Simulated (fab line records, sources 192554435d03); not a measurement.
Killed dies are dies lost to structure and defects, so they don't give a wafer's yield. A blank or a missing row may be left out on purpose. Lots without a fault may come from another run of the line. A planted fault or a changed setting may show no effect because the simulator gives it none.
Chamber matching | flow n5_finfet | N5_BEOL_M9_CURE_71 on uv_cure-02: 3 sister chambers
The step cures SiCOH lowk, time 240 s. 3 wafers are shown with their chamber, then 8 later ones without.

WAFERS WITH THEIR CHAMBER
wafer  | chamber | wafer_temp_C_max
L074.6 | 1       | 388.5
L088.4 | 0       | 386.6
L089.1 | 2       | 386.9

WAFERS WITHOUT THEIR CHAMBER
wafer  | wafer_temp_C_max
L089.5 | 387.2
L089.6 | 386.4
L093.2 | 387.9
L093.3 | 388.6
L093.4 | 387.9
L092.4 | 386.6
L092.5 | 386.2
L092.6 | 386.8

WHICH CHAMBER EACH WENT THROUGH
wafer  | from the rows above          | in truth
L089.5 | can't be placed: 2 or 0      | 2
L089.6 | can't be placed: 0 or 2      | 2
L093.2 | can't be placed: 1 or 2 or 0 | 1
L093.3 | 1                            | 1
L093.4 | can't be placed: 1 or 2 or 0 | 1
L092.4 | can't be placed: 0 or 2      | 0
L092.5 | can't be placed: 0 or 2      | 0
L092.6 | can't be placed: 2 or 0      | 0
Placed correctly: 1 of 8. Can't be placed from these rows: 7 (the true chamber is among the candidates in 7). Placed wrongly: 0.
How it was worked out, from the rows above alone: a wafer's distance from a chamber is the root of the sum, over the readings, of the square of ((its reading less the chamber's mean) divided by the reading's scatter). The wafer belongs to the nearest chamber; if the next one is less than 2 further off, it can't be placed. A chamber's mean is the mean of its shown wafers. The scatter: with one shown wafer a chamber, the root of the mean of the squares of how far each hidden wafer lies from its nearest shown one.
